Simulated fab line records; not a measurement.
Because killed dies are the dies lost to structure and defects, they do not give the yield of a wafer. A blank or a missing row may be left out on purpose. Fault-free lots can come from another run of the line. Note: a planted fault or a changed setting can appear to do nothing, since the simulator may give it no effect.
fab line records + flow nand-harc + part 2 of 2: steps 24 to 31 of 31
record
- lots=5
- wafers=15
- last-day=24
route steps=1159 shown A_CONTACT@924
lots untouched by any fault: they come from a run of this same line in which no faults occurred
start-h: start of the lot's first displayed wafer, in hours after the record's first day + wait-h: hours from the lot's prior step to this one + " the same as in the row above + L1.1+2: a row that stands for several wafers + - no value, or no start was given + * or withheld: withheld + < > ~ a bound
route shown NAME@n: a module of which the file shows steps, and the number in the route of the first + usual: mean and standard deviation over wafers with no fault + same: alike in all rows + chamber/n: place in a boat + sites: the reading at each site + _std_site: the standard deviation of these + _edge_site: outer sites' mean less inner sites' + radius-mm: for every site, how far away it sits from the centre of the wafer + mask NAME#n: copy n + behind: the tool/chamber that last shaped the wafer + hold: why the lot was held/for how many hours/how that ended + device: transistor that didn't switch, given as n, p or np + end of line: the same wafers' tests at the end of the route + for a step that has no rows: nothing shown but its recipe + killed: dies that structure and defects cost at the first sort, which is not the same as the wafer's yield + map: a wafer's dies, marking killed ones x, the rest . and places with no die _
set.NAME: the setting the step ran with; set.NAME@STEP: the setting that earlier step ran with + model.NAME: the simulator's own value behind a step, which no gauge read
lots at selected steps of the route; one table per step, one row per wafer
services: the hour from which a tool's chamber was out of use, counted from the record's first day as start-h (under 0 if before that day), plus the number of hours and why
## steps
# step NHARC_A_CONTACT_ETCH_138
# recipe
- source-w=withheld
- pressure-mtorr=20
- bias-v=3000
- time-s=132
- target-depth-a=12890
- ar-flow-sccm=withheld
- c4f8-flow-sccm=withheld
- o2-flow-sccm=withheld
- chemistry=C4F8/O2/Ar
# usual
- oes-air-line-au=1.001/0.02
| lot.wafer | tool            | chamber | start-h | wait-h | oes-air-line-au | rf-hours-counter-h |
|-----------|-----------------|---------|---------|--------|-----------------|--------------------|
| L074.2    | har-cap-etch-02 | 1       | 377.15  | 0.1    | 0.975           | 11                 |
| L074.1    | "               | 0       | "       | "      | 1.015           | 11                 |
| L074.3    | "               | 1       | "       | "      | 0.967           | -                  |
| L086.3    | har-cap-etch-02 | 1       | 449.43  | 0.1    | 0.969           | -                  |
| L086.6    | "               | 1       | "       | "      | 0.993           | -                  |
| L086.5    | "               | 0       | "       | "      | 0.975           | -                  |
| L089.2    | har-cap-etch-01 | 0       | 476.43  | 0.1    | 1.002           | 75                 |
| L089.3    | "               | 0       | "       | "      | 0.968           | -                  |
| L089.6    | "               | 1       | "       | "      | 1.013           | -                  |
| L095.4    | har-cap-etch-01 | 0       | 517.45  | 0.1    | 1.028           | -                  |
| L095.5    | "               | 0       | "       | "      | 1.037           | -                  |
| L095.6    | "               | 1       | "       | "      | 1.026           | -                  |
| L096.1    | har-cap-etch-03 | 0       | 525.65  | 0.1    | 1.031           | 111                |
| L096.3    | "               | 0       | "       | "      | 1.028           | -                  |
| L096.4    | "               | 1       | "       | "      | 0.976           | -                  |
# step NHARC_A_CONTACT_ETCH_139
# recipe
- source-w=withheld
- pressure-mtorr=20
- bias-v=400
- time-s=137
- target-depth-a=5900
- ar-flow-sccm=withheld
- c4f8-flow-sccm=11.5
- o2-flow-sccm=7.2
- chemistry=C4F8/O2/Ar
# usual
- oes-air-line-au=1.001/0.022
| lot.wafer | tool            | chamber | start-h | wait-h | oes-air-line-au | rf-hours-counter-h |
|-----------|-----------------|---------|---------|--------|-----------------|--------------------|
| L074.2    | har-cap-etch-02 | 1       | 377.27  | 0.1    | 0.975           | 11                 |
| L074.1    | "               | 0       | "       | "      | 1.039           | 11                 |
| L074.3    | "               | 1       | "       | "      | 0.998           | -                  |
| L086.3    | har-cap-etch-02 | 1       | 449.59  | 0.1    | 0.964           | -                  |
| L086.6    | "               | 1       | "       | "      | 1.016           | -                  |
| L086.5    | "               | 0       | "       | "      | 1.015           | -                  |
| L089.2    | har-cap-etch-01 | 0       | 476.55  | 0.1    | 1.016           | 75                 |
| L089.3    | "               | 0       | "       | "      | 1.027           | -                  |
| L089.6    | "               | 1       | "       | "      | 1.058           | -                  |
| L095.4    | har-cap-etch-01 | 0       | 517.61  | 0.1    | 0.971           | -                  |
| L095.5    | "               | 0       | "       | "      | 1.019           | -                  |
| L095.6    | "               | 1       | "       | "      | 1.001           | -                  |
| L096.1    | har-cap-etch-03 | 0       | 525.78  | 0.1    | 0.992           | 111                |
| L096.3    | "               | 0       | "       | "      | 1.034           | -                  |
| L096.4    | "               | 1       | "       | "      | 0.989           | -                  |
# step NHARC_A_CONTACT_ETCH_92
# recipe
- target-depth-a=400
- over-etch-frac=0.5
- time-s=85.7
- ion-energy-ev=120
- ch3f-flow-sccm=50
- o2-flow-sccm=30
- ar-flow-sccm=200
- rf-w=500
- bias-w=100
- chemistry=CH3F/O2
# usual
- drypump-motor-current-A=5.76/0.27
- oes-product-au=0.94/0.031
- rf-fwd-power-W=496.1/1.9
- rf-vpp-V=245.1/1.5
- showerhead-plenum-p-Torr=2.51/0.094
- throttle-valve-pct=20.664/0.0099
| lot.wafer | tool        | chamber | start-h | wait-h | drypump-motor-current-A | oes-product-au | rf-fwd-power-W | rf-hours-counter-h | rf-vpp-V | showerhead-plenum-p-Torr | throttle-valve-pct |
|-----------|-------------|---------|---------|--------|-------------------------|----------------|----------------|--------------------|----------|--------------------------|--------------------|
| L074.1    | rie-diel-03 | 3       | 377.71  | 0.4    | 6.04                    | 0.93           | 495.4          | 64                 | 245.0    | 2.51                     | 20.678             |
| L074.2    | "           | 0       | "       | "      | 5.49                    | 0.92           | 497.0          | 61                 | 247.3    | 2.49                     | 20.654             |
| L074.3    | "           | 1       | "       | "      | 5.76                    | 0.92           | 497.7          | 63                 | 247.9    | 2.61                     | 20.658             |
| L086.3    | rie-diel-10 | 2       | 449.96  | 0.3    | 6.00                    | 0.93           | 494.8          | 19                 | 245.8    | 2.53                     | 20.672             |
| L086.6    | "           | 3       | "       | "      | 5.88                    | 0.91           | 498.0          | -                  | 245.7    | 2.60                     | 20.641             |
| L086.5    | "           | 0       | "       | "      | 5.31                    | 0.92           | 499.3          | -                  | 246.3    | 2.58                     | 20.651             |
| L089.3    | rie-diel-07 | 2       | 476.95  | 0.3    | 6.05                    | 1.00           | 492.5          | 23                 | 242.8    | 2.31                     | 20.668             |
| L089.2    | "           | 1       | "       | "      | 5.57                    | 1.01           | 495.3          | 17                 | 241.8    | 2.29                     | 20.657             |
| L089.6    | "           | 1       | "       | "      | 5.59                    | 1.00           | 495.1          | -                  | 243.1    | 2.29                     | 20.659             |
| L095.4    | rie-diel-10 | 0       | 517.98  | 0.3    | 5.33                    | 0.99           | 496.0          | 32                 | 245.1    | 2.58                     | 20.670             |
| L095.6    | "           | 1       | "       | "      | 5.67                    | 1.01           | 494.7          | -                  | 244.1    | 2.43                     | 20.662             |
| L095.5    | "           | 2       | "       | "      | 6.06                    | 1.01           | 495.2          | -                  | 245.9    | 2.52                     | 20.674             |
| L096.4    | rie-diel-07 | 3       | 526.17  | 0.3    | 5.72                    | 0.92           | 499.0          | 38                 | 245.8    | 2.49                     | 20.654             |
| L096.1    | "           | 0       | "       | "      | 6.26                    | 0.92           | 492.0          | 42                 | 247.0    | 2.62                     | 20.670             |
| L096.3    | "           | 1       | "       | "      | 5.58                    | 0.93           | 494.7          | 37                 | 242.2    | 2.28                     | 20.657             |
# step NHARC_A_CONTACT_ETCH_98
# recipe
- target-depth-a=200
- over-etch-frac=0.5
- time-s=10
- ion-energy-ev=250
- c4f6-flow-sccm=25
- o2-flow-sccm=20
- ar-flow-sccm=500
- rf-w=600
- bias-w=500
- chemistry=C4F6/O2
# usual
- drypump-motor-current-A=5.78/0.27
- oes-product-au=0.963/0.023
- rf-fwd-power-W=586.4/2.7
- rf-vpp-V=548/3
- showerhead-plenum-p-Torr=3.99/0.14
- throttle-valve-pct=26.904/0.0089
| lot.wafer | tool        | chamber | start-h | wait-h | drypump-motor-current-A | oes-product-au | rf-fwd-power-W | rf-hours-counter-h | rf-vpp-V | showerhead-plenum-p-Torr | throttle-valve-pct |
|-----------|-------------|---------|---------|--------|-------------------------|----------------|----------------|--------------------|----------|--------------------------|--------------------|
| L074.3    | rie-diel-03 | 3       | -       | -      | 6.09                    | 0.967          | 586.9          | 64                 | 550      | 4.00                     | 26.908             |
| L074.2    | "           | 1       | "       | "      | 5.79                    | 0.971          | 584.8          | 63                 | 552      | 4.15                     | 26.906             |
| L074.1    | "           | 2       | "       | "      | 5.74                    | 0.992          | 588.0          | 59                 | 550      | 3.97                     | 26.911             |
| L086.3    | rie-diel-10 | 0       | -       | -      | 5.32                    | 0.958          | 588.7          | 19                 | 551      | 4.11                     | 26.905             |
| L086.5    | "           | 2       | "       | "      | 6.03                    | 0.963          | 589.0          | -                  | 548      | 4.03                     | 26.902             |
| L086.6    | "           | 3       | "       | "      | 5.92                    | 0.949          | 586.3          | -                  | 551      | 4.14                     | 26.908             |
| L089.2    | rie-diel-07 | 1       | 477.12  | 0.1    | 5.60                    | 0.992          | 586.1          | 17                 | 542      | 3.67                     | 26.884             |
| L089.3    | "           | 2       | "       | "      | 6.06                    | 0.994          | 583.0          | 23                 | 542      | 3.70                     | 26.912             |
| L089.6    | "           | 1       | "       | "      | 5.62                    | 0.998          | 589.7          | -                  | 542      | 3.67                     | 26.905             |
| L095.4    | rie-diel-10 | 2       | -       | -      | 6.08                    | 1.000          | 588.5          | 31                 | 550      | 4.02                     | 26.906             |
| L095.6    | "           | 2       | "       | "      | 6.03                    | 1.006          | 587.7          | -                  | 547      | 4.02                     | 26.906             |
| L095.5    | "           | 3       | "       | "      | 5.91                    | 1.002          | 581.5          | -                  | 552      | 4.13                     | 26.896             |
| L096.4    | rie-diel-07 | 3       | -       | -      | 5.68                    | 0.935          | 589.7          | 38                 | 548      | 3.96                     | 26.907             |
| L096.1    | "           | 0       | "       | "      | 6.26                    | 0.943          | 585.6          | 43                 | 553      | 4.16                     | 26.905             |
| L096.3    | "           | 2       | "       | "      | 6.03                    | 0.924          | 584.2          | 42                 | 543      | 3.69                     | 26.904             |
# step NHARC_A_CONTACT_CD_MEAS_15
# usual
- cd-nm=90.0/0.46
| lot.wafer | tool      | chamber | start-h | wait-h | cd-nm |
|-----------|-----------|---------|---------|--------|-------|
| L074.1    | cd-sem-01 | -       | 377.97  | -      | 89.5  |
| L074.2    | "         | -       | "       | "      | 89.4  |
| L074.3    | "         | -       | "       | "      | 90.2  |
| L086.3    | cd-sem-02 | -       | 450.19  | -      | 90.5  |
| L086.5    | "         | -       | "       | "      | 90.6  |
| L086.6    | "         | -       | "       | "      | 90.3  |
| L089.2    | cd-sem-02 | -       | 477.21  | -      | 89.8  |
| L089.3    | "         | -       | "       | "      | 90.1  |
| L089.6    | "         | -       | "       | "      | 89.6  |
| L095.4    | cd-sem-01 | -       | 518.17  | -      | 89.8  |
| L095.5    | "         | -       | "       | "      | 89.8  |
| L095.6    | "         | -       | "       | "      | 90.0  |
| L096.1    | cd-sem-01 | -       | 526.39  | -      | 90.1  |
| L096.3    | "         | -       | "       | "      | 89.5  |
| L096.4    | "         | -       | "       | "      | 90.2  |
# step NHARC_A_CONTACT_STRIP_107
# recipe
- n2-flow-sccm=150
- h2-flow-sccm=150
- ar-flow-sccm=0
- bias-w=0
- chemistry=N2/H2
| lot.wafer  | tool        | chamber | start-h | wait-h |
|------------|-------------|---------|---------|--------|
| L074.2+3+1 | rie-diel-10 | 1,2,0   | 378.05  | 0.1    |
| L086.3+6+5 | rie-diel-07 | 1,0,1   | 450.26  | 0.1    |
| L089.3+2+6 | rie-diel-10 | 2,3,0   | 477.39  | 0.2    |
| L095.4+6+5 | rie-diel-10 | 3,2,3   | 518.25  | 0.1    |
| L096.3+4+1 | rie-diel-10 | 0,1,2   | 526.47  | 0.1    |
# step NHARC_A_CONTACT_STRIP_108
# recipe
- cf4-flow-sccm=100
- chf3-flow-sccm=30
- ar-flow-sccm=0
- bias-w=0
- chemistry=CF4/CHF3
| lot.wafer  | tool        | chamber | start-h | wait-h |
|------------|-------------|---------|---------|--------|
| L074.1+3+2 | rie-diel-10 | 3,0,2   | 378.14  | 0.1    |
| L086.3+5+6 | rie-diel-07 | 2,0,1   | 450.45  | 0.2    |
| L089.3+2+6 | rie-diel-10 | 3,1,3   | 477.47  | 0.1    |
| L095.4+6+5 | rie-diel-10 | 3,0,1   | 518.34  | 0.1    |
| L096.3+1+4 | rie-diel-10 | 1,3,0   | 526.56  | 0.1    |
# step NHARC_A_CONTACT_STRIP_109
# recipe
- o2-flow-sccm=400
- cos-flow-sccm=20
- ar-flow-sccm=0
- bias-w=0
- chemistry=O2/COS
| lot.wafer  | tool        | chamber | start-h | wait-h |
|------------|-------------|---------|---------|--------|
| L074.1+2+3 | rie-diel-10 | 3,1,2   | 378.20  | 0.1    |
| L086.3+5+6 | rie-diel-07 | 2,1,2   | 450.51  | 0.1    |
| L089.3+2+6 | rie-diel-10 | 3,0,2   | 477.53  | 0.1    |
| L095.4+6+5 | rie-diel-10 | 0,1,2   | 518.40  | 0.1    |
| L096.3+4+1 | rie-diel-10 | 3,0,2   | 526.62  | 0.1    |
## services
| tool            | chamber | start-h | hours | kind   |
|-----------------|---------|---------|-------|--------|
| rie-diel-10     | -       | 353.58  | 9.0   | pm     |
| arfi-scanner-01 | -       | 359.92  | 6.6   | repair |
| arfi-scanner-01 | -       | 368.00  | 4.0   | pm     |
| rie-diel-07     | 2       | 373.39  | 6.5   | repair |
| arfi-scanner-02 | -       | 383.14  | 2.7   | repair |
| arfi-scanner-01 | -       | 383.59  | 1.3   | repair |
| rie-diel-03     | -       | 392.30  | 9.0   | pm     |
| arfi-scanner-01 | -       | 400.11  | 2.2   | repair |
| rie-diel-07     | -       | 405.37  | 9.0   | pm     |
| pecvd-01        | -       | 418.05  | 13.0  | pm     |
| arfi-scanner-01 | -       | 419.02  | 2.9   | repair |
| rie-diel-03     | 0       | 424.32  | 3.2   | repair |
| arfi-scanner-02 | -       | 430.86  | 4.0   | pm     |
| rie-diel-07     | 3       | 433.76  | 4.1   | repair |
| litho-track-01  | -       | 443.00  | 7.0   | pm     |
| rie-diel-03     | 3       | 446.94  | 8.8   | repair |
| arfi-scanner-03 | -       | 451.99  | 0.2   | repair |
| litho-track-06  | -       | 467.00  | 7.0   | pm     |
| arfi-scanner-03 | -       | 470.75  | 5.2   | repair |
| rie-diel-07     | 3       | 473.35  | 6.6   | repair |
| pecvd-03        | -       | 473.39  | 13.0  | pm     |
| rie-diel-10     | 2       | 490.97  | 14.2  | repair |
| litho-track-04  | -       | 491.00  | 7.0   | pm     |
| rie-diel-07     | 0       | 521.92  | 3.5   | repair |
